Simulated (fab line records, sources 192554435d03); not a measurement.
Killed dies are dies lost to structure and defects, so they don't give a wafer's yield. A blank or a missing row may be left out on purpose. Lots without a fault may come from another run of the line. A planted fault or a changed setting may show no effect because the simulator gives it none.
fab line records | flow n5_finfet
record lots=6 wafers=17 last_day=17
route steps=1938 shown MOL_CONTACT_COAG@530 PASSIVATION@1936
lots that met no fault: from a run of the same line without faults
start_h: hours from the record's first day to the start of the lot's first wafer shown | wait_h: hours since the lot's step before | " the same as in the row above | L1.1+2: a row that stands for several wafers | - no value, or no start given | * or withheld: withheld | < > ~ a bound
route shown NAME@n: a module of which the file shows steps, and the number in the route of the first | usual: mean/standard deviation of fault-free wafers | same: alike in all rows | chamber/n: place in a boat | sites: the reading at each site | _std_site: their standard deviation | _edge_site: outer sites' mean less inner sites' | radius_mm: how far each site lies from the wafer's centre | mask NAME#n: copy n | behind: the tool/chamber that last shaped the wafer | hold: why the lot was held/for how many hours/how that ended | device: the transistor (n, p or np) that didn't switch | end of line: the same wafers' tests at the end of the route | a step without rows: its recipe alone | killed: dies lost to structure and defects at the first sort, not the wafer's yield | map: a wafer's dies, x killed, . not, _ none there
set.NAME: the setting as run; set.NAME@STEP: as run at that earlier step | model.NAME: the simulator's own value behind a step, which no gauge read
lots at some steps of the route; a table a step, a row a wafer
services: from which hour (start_h, from the record's first day; less than 0 if before it) a tool's chamber was out of use, for how many hours, and why
## steps
# step N5_MOL_CONTACT_COAG_ETCH_59
# recipe chemistry=N2/H2 target=underlayer target_depth_a=130 mask_material=CAR-EUV time_s=10.4 ion_energy_ev=200 pressure_mtorr=30 source_w=840 bias_w=150 n2_flow_sccm=200 h2_flow_sccm=200 ends=cleared
# step N5_MOL_CONTACT_COAG_ETCH_105
# recipe chemistry=CF4 target=SiARC target_depth_a=156 mask_material=CAR-EUV time_s=26 ion_energy_ev=80 pressure_mtorr=40 source_w=545 bias_w=36 Ar_flow_sccm=100 cf4_flow_sccm=100 ends=cleared
# step N5_MOL_CONTACT_COAG_ETCH_106
# recipe chemistry=N2/H2 target=SOC target_depth_a=800 overetch_a=160 mask_material=SiARC temp_c=40 time_s=120 ion_energy_ev=200 pressure_mtorr=30 source_w=840 bias_w=150 n2_flow_sccm=200 h2_flow_sccm=200
# usual bias_w=150.0/0.48 drypump_motor_current_A=5.7/0.48 oes_product_au=0.70/0.081 rf_vpp_V=524.8/2.1 showerhead_plenum_p_Torr=2.57/0.065 temp_c=40.02/0.14 throttle_valve_pct=17.82/0.19
# columns lot.wafer tool chamber start_h wait_h bias_w drypump_motor_current_A oes_product_au rf_hours_counter_h rf_vpp_V showerhead_plenum_p_Torr temp_c throttle_valve_pct
L487.3 rie_diel-02 3 100.99 0.0 149.0 6.4 0.61 247 519.6 2.38 40.14 17.90
L487.4 " 0 " " 150.1 5.2 0.64 - 525.0 2.61 39.83 18.08
L487.5 " 1 " " 150.2 5.0 0.64 - 522.7 2.51 40.18 17.83
L488.3 rie_diel-02 3 112.12 0.0 150.0 6.4 0.61 252 519.9 2.37 39.92 17.89
L488.4 " 0 " " 150.1 5.2 0.64 - 527.2 2.61 40.10 18.08
L490.2 rie_diel-02 1 118.36 0.0 150.7 5.0 0.63 206 522.1 2.51 39.68 17.84
L490.4 " 2 " " 149.8 5.8 0.80 - 526.0 2.59 40.31 17.72
L490.5 " 1 " " 150.4 5.0 0.63 - 524.1 2.51 39.81 17.84
L491.2 rie_diel-05 1 124.81 0.0 150.3 5.4 0.67 153 523.5 2.54 40.04 18.00
L491.3 " 2 " " 151.0 5.5 0.63 199 522.9 2.53 40.19 17.82
L491.4 " 0 " " 149.4 6.3 0.66 151 524.0 2.53 40.04 17.96
L497.2 rie_diel-02 3 163.42 0.0 151.1 6.3 0.84 8 529.5 2.69 40.09 17.40
L497.4 " 1 " " 150.2 4.9 0.62 220 522.8 2.50 39.89 17.87
L497.6 " 2 " " 150.1 5.8 0.77 - 525.4 2.58 40.20 17.75
L499.1 rie_diel-06 1 173.24 0.0 149.7 5.8 0.77 38 526.3 2.62 40.02 17.69
L499.2 " 3 " " 150.4 5.8 0.66 175 522.7 2.51 40.08 17.78
L499.4 " 2 " " 150.6 6.3 0.64 203 524.4 2.51 40.06 17.84
# step N5_MOL_CONTACT_COAG_STRIP_107
# recipe chemistry=N2/H2 temp_c=40 n2_flow_sccm=200 h2_flow_sccm=200 rf_frequency_hz=6e+07
# step N5_MOL_CONTACT_COAG_STRIP_108
# recipe chemistry=N2/H2 temp_c=40 n2_flow_sccm=200 h2_flow_sccm=200 rf_frequency_hz=6e+07
# step N5_MOL_CONTACT_COAG_CONTACT_ETCH_14
# recipe chemistry=C4F6/O2 target=SiO2 target_depth_a=275 overetch_a=85 mask_material=SOC pressure_mtorr=30 source_w=370 bias_w=185 Ar_flow_sccm=300 C4F6_flow_sccm=16 O2_flow_sccm=10 time_s=20 ion_energy_ev=259.6
# step N5_MOL_CONTACT_COAG_STRIP_109
# recipe chemistry=C4F6/O2 resist=SiARC rf_frequency_hz=6e+07
# step N5_MOL_CONTACT_COAG_ETCH_15
# recipe chemistry=CH3F/O2 target=SiNx target_depth_a=70 mask_material=SOC stop_on=Si:P over_etch_frac=0.75 ion_energy_ev=120 pressure_mtorr=30 source_w=395 bias_w=73 Ar_flow_sccm=150 CH3F_flow_sccm=30 O2_flow_sccm=20
# step N5_MOL_CONTACT_COAG_ETCH_110
# recipe chemistry=CF4/O2 target=Si target_depth_a=25 time_s=8 pressure_mtorr=100 source_w=200 bias_w=12 ion_energy_ev=60 Ar_flow_sccm=100 cf4_flow_sccm=100 O2_flow_sccm=10
# step N5_MOL_CONTACT_COAG_STRIP_98
# recipe chemistry=N2/H2 power_w=500 temp_c=40 pressure_mtorr=50 rf_frequency_hz=6e+07 overash_fraction=0.3 bias_power_w=8 h2_frac=0.5 n2_flow_sccm=300 h2_flow_sccm=300
# step N5_MOL_CONTACT_COAG_CD_MEAS_99
# recipe target_cd_nm=17.2 polarity=opening
# usual cd_nm=17.1/0.33
# columns lot.wafer tool chamber start_h wait_h cd_nm
L487.3 cd_sem-02 - 101.31 - 16.7
L487.4 " - " " 17.2
L487.5 " - " " 17.3
L488.3 cd_sem-03 - 112.44 - 16.7
L488.4 " - " " 17.3
L490.2 cd_sem-01 - 118.67 - 16.6
L490.4 " - " " 16.3
L490.5 " - " " 16.8
L491.2 cd_sem-02 - 125.12 - 17.5
L491.3 " - " " 17.2
L491.4 " - " " 17.6
L497.2 cd_sem-03 - 163.74 - 17.3
L497.4 " - " " 17.0
L497.6 " - " " 17.1
L499.1 cd_sem-03 - 173.55 - 17.4
L499.2 " - " " 17.3
L499.4 " - " " 17.3
# step N5_MOL_CONTACT_COAG_IMPLANT_129
# recipe species=Ge energy_kev=3 dose_cm2=6e+14 tilt_deg=0 rotation_deg=0
# step N5_MOL_CONTACT_COAG_PRECLEAN_111
# recipe chemistry=NF3:NH3 afs_cycles=1 temp_c=30 time_s=20 sublimation_temp_c=180 sublimation_time_s=60 pressure_torr=3 rf_power_w=30
# usual temp_c=29.99/0.081
# columns lot.wafer tool chamber start_h wait_h temp_c
L487.3 remote_plasma-02 1 102.59 1.2 29.95
L487.4 " 1 " " 29.97
L487.5 " 1 " " 29.94
L488.3 remote_plasma-01 1 113.93 1.4 29.97
L488.4 " 1 " " 30.11
L490.2 remote_plasma-01 1 118.95 0.2 29.91
L490.4 " 1 " " 29.97
L490.5 " 1 " " 29.88
L491.2 remote_plasma-01 0 125.50 0.3 30.12
L491.3 " 0 " " 30.11
L491.4 " 0 " " 30.09
L497.2 remote_plasma-02 0 164.05 0.2 29.90
L497.4 " 0 " " 30.00
L497.6 " 0 " " 29.91
L499.1 remote_plasma-02 0 173.80 0.2 30.00
L499.2 " 0 " " 29.90
L499.4 " 0 " " 29.84
# step N5_MOL_CONTACT_COAG_TI_SIL_19
# recipe material=Ti target_thk_a=42 temp_c=200 chamber_pressure_pa=5 power_w=5000 time_s=15
# step N5_MOL_CONTACT_COAG_ALD_20
# recipe material=TiN target_thk_a=15 temp_c=400 ald_precursor_family=TiCl4 ald_co_reactant=NH3 pulse_time_s=1 purge_time_s=3 co_reactant_purge_time_s=2 co_reactant_pulse_time_s=2 ald_cycles=68 pressure_torr=3
# usual heater_power_w=819/86 precursor_pulse_height_rel=0.999/0.021
# columns lot.wafer tool chamber start_h wait_h heater_power_w precursor_pulse_height_rel
L487.3 ald_metal-02 1 102.93 0.1 858 1.004
L487.4 " 3 " " 778 1.011
L487.5 " 3 " " 762 1.020
L488.3 ald_metal-02 0 114.24 0.1 904 1.006
L488.4 " 1 " " 851 1.011
L490.2 ald_metal-01 3 119.50 0.1 846 1.006
L490.4 " 1 " " 677 0.983
L490.5 " 3 " " 861 0.998
L491.2 ald_metal-01 1 125.89 0.1 662 0.986
L491.3 " 2 " " 904 0.969
L491.4 " 3 " " 859 1.030
L497.2 ald_metal-01 1 164.44 0.1 663 0.990
L497.4 " 3 " " 831 1.044
L497.6 " 1 " " 660 1.014
L499.1 ald_metal-01 0 174.16 0.1 831 0.969
L499.2 " 3 " " 850 0.983
L499.4 " 1 " " 659 0.993
# step N5_MOL_CONTACT_COAG_SIL_ANNEAL_21
# recipe temp_c=550 time_s=60 ambient=N2
# step N5_MOL_CONTACT_COAG_PRE_CLEAN_141
# recipe gas=H2/He time_s=60 temp_c=300
# step N5_MOL_CONTACT_COAG_SPUTTER_143
# recipe material=Co target_thk_a=25 temp_c=25 chamber_pressure_pa=0.2
# usual throttle_valve_pct=30.1/0.95
# columns lot.wafer tool chamber start_h wait_h throttle_valve_pct
L487.3 pvd_sputter-01 - 104.13 0.0 29.3
L487.4 " - " " 28.6
L487.5 " - " " 29.9
L488.3 pvd_sputter-01 - 115.38 0.0 28.8
L488.4 " - " " 29.2
L490.2 pvd_sputter-01 - 120.23 0.0 32.1
L490.4 " - " " 29.3
L490.5 " - " " 28.6
L491.2 pvd_sputter-02 - 128.81 0.0 29.9
L491.3 " - " " 29.6
L491.4 " - " " 30.7
L497.2 pvd_sputter-03 - 166.36 0.0 30.3
L497.4 " - " " 29.9
L497.6 " - " " 29.9
L499.1 pvd_sputter-03 - 178.75 0.0 30.1
L499.2 " - " " 30.0
L499.4 " - " " 30.9
# step N5_MOL_CONTACT_COAG_CO_FILL_22
# recipe material=Co target_thk_a=200 temp_c=200 precursor=CCTBA/H2 pressure_torr=30
# usual heater_power_w=240/30
# columns lot.wafer tool chamber start_h wait_h heater_power_w
L487.3 cvd_co-01 2 104.25 0.1 230
L487.4 " 1 " " 323
L487.5 " 2 " " 230
L488.3 cvd_co-01 0 115.79 0.4 217
L488.4 " 2 " " 227
L490.2 cvd_co-01 2 120.35 0.1 229
L490.4 " 2 " " 228
L490.5 " 0 " " 218
L491.2 cvd_co-01 2 128.93 0.1 230
L491.3 " 0 " " 216
L491.4 " 2 " " 223
L497.2 cvd_co-02 1 166.48 0.1 232
L497.4 " 1 " " 229
L497.6 " 2 " " 222
L499.1 cvd_co-02 2 178.87 0.1 231
L499.2 " 1 " " 233
L499.4 " 2 " " 220
# step N5_MOL_CONTACT_COAG_ANNEAL_113
# recipe temp_c=400 time_s=300 ambient=H2/N2
# step N5_MOL_CONTACT_COAG_PRE_CLEAN_142
# recipe gas=H2/He time_s=60 temp_c=300
# step N5_MOL_CONTACT_COAG_SPUTTER_130
# recipe material=Co target_thk_a=475 temp_c=25 chamber_pressure_pa=0.5 power_w=3000
# step N5_MOL_CONTACT_COAG_PRECLEAN_125
# recipe chemistry=DIW time_s=57.5 temp_c=23
# step N5_MOL_CONTACT_COAG_SRD_126
# recipe dry_time_s=32 dry=n2_spin spin_rpm=1500
# step N5_MOL_CONTACT_COAG_CMP_23
# recipe stop_on=SiO2 t_overpolish_s=1.5 post_cmp_clean=cu_alkaline down_force_psi=2 platen_rpm=50.289 pad_velocity_m_s=1.0006 target_thk_nm=0
# usual head_pressure_psi=1.999/0.0043 motor_current_A=8.0/0.78 overpolish_run_s=1.499/0.0087 time_to_endpoint_s=9.8/2.2
# same t_overpolish_s=1.5
# columns lot.wafer tool chamber start_h wait_h head_pressure_psi motor_current_A overpolish_run_s time_to_endpoint_s
L487.4 cmp-03 2 106.51 0.1 1.997 8.4 1.496 13.1
L487.3 " 3 " " 1.999 8.5 1.508 10.9
L487.5 " 2 " " 1.999 8.2 1.499 13.9
L488.3 cmp-04 2 118.32 0.1 2.003 8.3 1.491 8.4
L488.4 " 3 " " 2.000 8.9 1.485 8.1
L490.2 cmp-03 0 122.97 0.1 1.991 9.4 1.499 10.3
L490.4 " 1 " " 2.003 6.6 1.502 11.4
L490.5 " 3 " " 2.010 8.3 1.501 8.4
L491.4 cmp-03 3 132.43 0.1 2.003 8.6 1.499 3.3
L491.2 " 0 " " 1.995 9.6 1.516 6.3
L491.3 " 1 " " 1.997 7.1 1.504 6.5
L497.2 cmp-02 1 170.25 0.0 1.994 7.3 1.493 11.3
L497.4 " 0 " " 2.000 6.7 1.487 11.5
L497.6 " 2 " " 1.994 8.2 1.488 12.0
L499.4 cmp-03 2 182.88 0.0 1.999 8.7 1.495 9.5
L499.1 " 3 " " 1.994 8.4 1.499 4.5
L499.2 " 0 " " 1.992 9.6 1.503 9.5
# step N5_MOL_CONTACT_COAG_WET_ETCH_26
# recipe target=Co target_depth_nm=13
# step N5_MOL_CONTACT_COAG_WET_ETCH_116
# recipe chemistry=SC1-inhibited target_depth_nm=4.6 dry=ipa_marangoni rinse_time_s=30 rinse_temp_c=23
# step N5_MOL_CONTACT_COAG_ALD_27
# recipe material=SiOC target_thk_a=170 temp_c=400 ald_precursor_family=carbosiloxane ald_co_reactant=H2-plasma pulse_time_s=1.5 time_s=2720 purge_time_s=2 co_reactant_purge_time_s=2 ald_cycles=340 pressure_torr=2
# step N5_MOL_CONTACT_COAG_CMP_28
# recipe stop_on=SiNx t_overpolish_s=0.85 post_cmp_clean=alkaline_brush down_force_psi=4.15 platen_rpm=51.8 pad_velocity_m_s=1.0307 target_thk_nm=14.522
# step N5_MOL_CONTACT_COAG_THK_MEAS_29
# recipe reads=SiNx_of_GATE_CUT_PECVD_57+SiNx_of_GATE_CUT_SAC_CAP_01
# usual MD_CAP_THK=17.87/0.079
# columns lot.wafer tool chamber start_h wait_h MD_CAP_THK[nm]
L487.3 film_metro-02 - 109.15 - 17.81
L487.4 " - " " 17.92
L487.5 " - " " 17.81
L488.3 film_metro-02 - 121.65 - 17.90
L488.4 " - " " 17.96
L490.2 film_metro-02 - 125.61 - 17.88
L490.4 " - " " 17.78
L490.5 " - " " 17.97
L491.2 film_metro-02 - 135.11 - 17.96
L491.3 " - " " 17.84
L491.4 " - " " 17.94
L497.2 film_metro-02 - 173.58 - 17.81
L497.4 " - " " 17.70
L497.6 " - " " 17.86
L499.1 film_metro-02 - 186.77 - 17.80
L499.2 " - " " 17.81
L499.4 " - " " 17.90
# step N5_MOL_CONTACT_COAG_ALD_123
# recipe material=SiNx target_thk_a=50 temp_c=400 ald_precursor_family=SiH2I2 ald_co_reactant=N2/H2-plasma pulse_time_s=1 purge_time_s=2 co_reactant_purge_time_s=2 ald_cycles=100 pressure_torr=2
# step N5_MOL_CONTACT_COAG_PECVD_31
# recipe material=SiO2 target_thk_a=460 temp_c=400 precursor=TEOS/O2 pressure_torr=6.5 rf_w=withheld teos_flow_sccm=withheld gas=O2 flow_sccm=2650 time_s=8.9
# step N5_MOL_CONTACT_COAG_COAT_75
# recipe resist=SOC temp_c=250 time_s=60 spin_rpm=1500 resist_thk_nm=60
# step N5_MOL_CONTACT_COAG_COAT_76
# recipe resist=SiARC temp_c=220 time_s=60 spin_rpm=1500 resist_thk_nm=10
# step N5_MOL_CONTACT_COAG_COAT_77
# recipe resist=underlayer temp_c=205 time_s=60 spin_rpm=1500 resist_thk_nm=10
# step N5_MOL_CONTACT_COAG_COAT_78
# recipe resist=CAR-EUV spin_rpm=1500 resist_thk_nm=40
# step N5_MOL_CONTACT_COAG_EBR_80
# recipe solvent=PGMEA ebr_width_mm=1.5
# step N5_MOL_CONTACT_COAG_SOFTBAKE_79
# recipe temp_c=110 time_s=60 resist=CAR-EUV
# step N5_MOL_CONTACT_COAG_EXPOSE_81
# recipe mask_id=VG na=0.33 source_shape=annular sigma_inner=0.3 sigma_outer=0.7 polarization=unpolarized defocus_nm=0 dose_mj=59.5
# step N5_MOL_CONTACT_COAG_PEB_82
# recipe peb_temp_c=100 peb_time_s=60 resist=CAR-EUV
# step N5_PASSIVATION_PROBE_49
# usual defect_limited_yield=91.6/1.4 killed_at_M0_to_M3=33/10 killed_at_M4_up=13/5.3 killed_at_contacts=13/5.9 killed_at_front_end=36/12 killed_at_other=4/3.1 killed_dies=99/16 killed_open=65/13 killed_short=32/7.3 sort_bin_5_function=4.9/0.9 sort_bin_6_memory=3.1/0.66 sort_n_pass=1081/17 sort_yield_pct=91.6/1.4
# same gross_dies=1180 killed_at_back_side=0 sort_bin_4_leakage[%]=0 sort_bin_8_speed[%]=0
# columns lot.wafer tool chamber start_h wait_h defect_limited_yield[%] killed_at_M0_to_M3 killed_at_M4_up killed_at_contacts killed_at_front_end killed_at_other killed_dies killed_open killed_short sort_bin_5_function[%] sort_bin_6_memory[%] sort_n_pass sort_yield_pct[%]
L490.2 prober-01 - 336.60 0.1 91.6 51 14 12 22 0 99 68 31 4.9 3.3 1081 91.6
L490.4 prober-01 - 336.70 0.2 92.6 30 12 11 33 1 87 50 36 4.3 2.7 1093 92.6
L490.5 prober-01 - 336.75 0.2 91.5 41 16 17 26 0 100 71 27 4.8 3.4 1080 91.5
L497.2 prober-02 - 385.25 0.1 86.1 24 7 102 29 2 164 42 20 8.7 3.5 1016 86.1
L497.4 prober-02 - 385.35 0.2 84.6 29 11 114 24 4 182 46 24 11.4 3.1 998 84.6
L497.6 prober-02 - 385.45 0.3 84.6 20 5 108 42 7 182 51 30 10.5 3.3 998 84.6
L499.1 prober-01 - 397.92 0.0 81.9 31 10 123 49 0 213 68 34 11.3 4.8 967 81.9
L499.2 prober-01 - 397.97 0.1 84.6 12 11 121 37 1 182 52 27 10.3 3.5 998 84.6
L499.4 prober-01 - 398.07 0.2 83.1 25 8 133 31 3 200 63 28 10.8 4.5 980 83.1
# killed by level:class
L490.2 BEOL_M2:geometric_particle:open=20 MOL_CONTACT_COAG:geometric_particle:open=12 BEOL_M0_SAQP:geometric_particle:short=12 FIN_SAQP:geometric_particle:short=9 BEOL_M0_SAQP:geometric_particle:open=9 BEOL_M4:geometric_particle:open=8 FIN_SAQP:geometric_particle:open=6 BEOL_M3:geometric_particle:open=3
L490.4 FIN_SAQP:geometric_particle:short=10 MOL_CONTACT_COAG:geometric_particle:open=8 BEOL_M2:geometric_particle:open=8 FIN_SAQP:geometric_particle:open=7 BEOL_M0_SAQP:geometric_particle:short=6 BEOL_M0_SAQP:geometric_particle:open=6 GATE_CUT:geometric_particle:short=4 BEOL_M5:geometric_particle:open=4
L490.5 MOL_CONTACT_COAG:geometric_particle:open=13 BEOL_M2:geometric_particle:open=12 BEOL_M4:geometric_particle:open=10 BEOL_M0_SAQP:geometric_particle:open=9 BEOL_M0_SAQP:geometric_particle:short=8 FIN_SAQP:geometric_particle:short=6 BEOL_M1:geometric_particle:open=6 FIN_SAQP:geometric_particle:open=5
L497.2 MOL_CONTACT_COAG:unspecified=101 FIN_SAQP:geometric_particle:short=7 BEOL_M0_SAQP:geometric_particle:short=6 FIN_SAQP:geometric_particle:open=5 STI_FIN_REVEAL:geometric_particle:open=5 BEOL_M0_SAQP:geometric_particle:open=5 DUMMY_GATE:geometric_particle:open=4 BEOL_M2:geometric_particle:open=4
L497.4 MOL_CONTACT_COAG:unspecified=109 BEOL_M4:geometric_particle:open=10 FIN_SAQP:geometric_particle:short=8 BEOL_M2:geometric_particle:open=7 BEOL_M3:geometric_particle:open=7 FIN_SAQP:geometric_particle:open=4 BEOL_M0_SAQP:geometric_particle:open=4 DUMMY_GATE:geometric_particle:open=3
L497.6 MOL_CONTACT_COAG:unspecified=98 STI_FIN_REVEAL:geometric_particle:open=9 FIN_SAQP:geometric_particle:open=7 GATE_CUT:geometric_particle:short=6 MOL_CONTACT_COAG:geometric_particle:open=6 FIN_SAQP:geometric_particle:short=5 GATE_CUT:geometric_particle:open=5 BEOL_M0_SAQP:geometric_particle:short=5
L499.1 MOL_CONTACT_COAG:unspecified=105 MOL_CONTACT_COAG:geometric_particle:open=16 FIN_SAQP:geometric_particle:open=11 BEOL_M0_SAQP:geometric_particle:short=10 FIN_SAQP:geometric_particle:short=9 BEOL_M0_SAQP:geometric_particle:open=8 DUMMY_GATE:geometric_particle:open=6 GATE_CUT:geometric_particle:short=6
L499.2 MOL_CONTACT_COAG:unspecified=103 MOL_CONTACT_COAG:geometric_particle:open=13 DUMMY_GATE:geometric_particle:open=8 STI_FIN_REVEAL:geometric_particle:open=7 GATE_CUT:geometric_particle:short=6 MOL_CONTACT_COAG:geometric_particle:short=5 BEOL_M1:geometric_particle:open=5 BEOL_M5:geometric_particle:open=5
L499.4 MOL_CONTACT_COAG:unspecified=107 MOL_CONTACT_COAG:geometric_particle:open=20 DUMMY_GATE:geometric_particle:open=7 MOL_CONTACT_COAG:geometric_particle:short=6 FIN_SAQP:geometric_particle:open=5 BEOL_M0:geometric_particle:open=5 STI_FIN_REVEAL:geometric_particle:open=4 BEOL_M1:geometric_particle:short=4
# map L497.4 (x killed, . not)
_________________............________________
______________....x..x.......x.._____________
___________.x...................x..__________
__________.xx......................._________
________.........xx...x..xx..xx......x_______
_______...........x...x.xxxx.xxxx.....x______
______................xx.xxxxx.xx......._____
_____........x.x..xxxxxxxxxxxxxxxx.......____
____.....x........xx.x.xxxxxxxxx.x........___
___.............x...x.xxxxxxxxxxxx......x..__
___..x......x..x.....xxxxxxxxxxx..x.......x__
__x.....x.............xxxxxxxxxxxxx.x.....x._
__x.................xxxxxxxxxxxx............_
_.......x...x..x...x..x.x.xxx................
_........x................x.x.xxx............
_...............x....x.......x..........x....
_............................................
_.....................................x......
_...........................................x
_.............................x.x...x.xxx....
_............................x..........x....
__.....x......xx.....x.............xx......._
__.x...............x......................x._
___......................x.................__
___..x.........................x...........__
____......................................___
_____.x..x........x...x.............x....____
______.................x................_____
_______.....x....x..............x......______
________........x..........x.........._______
__________......x........x.........._________
___________........................__________
______________.................._____________
_________________............________________
# map L499.1 (x killed, . not)
_________________.......xxx.x________________
______________.................._____________
___________...............x........__________
__________......x.................x._________
________............x.x..xx.x.x.xx...._______
_______...x.......x...xxx.xx.x....x.x..______
______................xxxxxxx.xx.x......_____
_____....x........xxxxxxxxxxxxxxx.x......____
____..x...........xxxxxxxxxxxxxxx......xx.___
___x...........x.....xxxxxxxxxxxx.......x..__
___..x...x.........x..xxxxxxxxxxxxx........__
__...........x......x..xxxxxxxxx.x.........._
__.x...x...........x...xxxxxx.xxxx.........._
_...................x.xxxxxxxx.x......xx.....
_x........x........x...xx.xxx..x....x.x......
_..........................x......xx....x.x..
_....x.......................x...............
_.............x...............x..............
_.........x....x...x......................x..
_.......x......x...x..x........x.............
_...............x.......x............x.......
__x...x......x..x.......x.............x...x._
__.............................x............_
___..x.x...................x........x......__
___.................................x......__
____.........x............................___
_____....................xx.........x....____
______.....x..x.x.x........x.....x..x..._____
_______........xx.x..xx..x...x.........______
________..x.................x.......x._______
__________.x..........x.........x..._________
___________...........x..x...x.....__________
______________.................._____________
_________________..x...x.x...________________
## services
# columns tool chamber start_h hours kind
pvd_sputter-03 - 79.64 42.5 repair
cmp-02 - 84.20 0.8 repair
cmp-03 - 86.04 1.2 repair
cvd_co-01 1 86.45 17.4 repair
cvd_co-02 1 87.37 6.2 repair
cmp-04 - 91.55 4.4 repair
cmp-02 - 94.97 13.4 pm
rie_diel-02 2 98.10 16.2 repair
rie_diel-02 3 114.42 - clean
cmp-02 - 115.04 3.9 repair
rie_diel-05 3 118.81 5.5 repair
cmp-04 - 126.33 2.0 repair
cmp-04 - 131.62 7.0 repair
cmp-04 - 141.32 3.6 pm
ald_metal-02 3 143.51 13.5 repair
pvd_sputter-01 - 143.59 5.2 repair
cmp-04 - 148.68 4.0 pm
rie_diel-02 0 153.84 5.9 repair
cmp-04 - 155.04 0.3 repair
rie_diel-02 1 156.34 5.9 repair
cvd_co-02 - 158.69 6.9 pm
ald_metal-02 - 159.49 8.7 pm
cmp-04 - 168.52 5.7 pm
cmp-04 - 174.28 2.0 repair
## key
first_sign step=N5_PASSIVATION_PROBE_49 reading=killed_at_contacts direction=up sigmas=18 usual=13 struck=117
effect step=N5_PASSIVATION_PROBE_49 reading=defect_limited_yield direction=down sigmas=5.4 usual=91.6 struck=84.1
more_kills_born_at N5_MOL_CONTACT_COAG_PRECLEAN_111@remote_plasma-02=623
met_at N5_MOL_CONTACT_COAG_PRECLEAN_111
struck_wafers L497.2,L497.4,L497.6,L499.1,L499.2,L499.4
also_fits time
fault kind=chamber_particle_source tool=remote_plasma-02 chamber=0 onset_h=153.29 steps=N5_MOL_CONTACT_COAG_PRECLEAN_111 rate_per_visit_cm2=0.53166 end_h=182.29
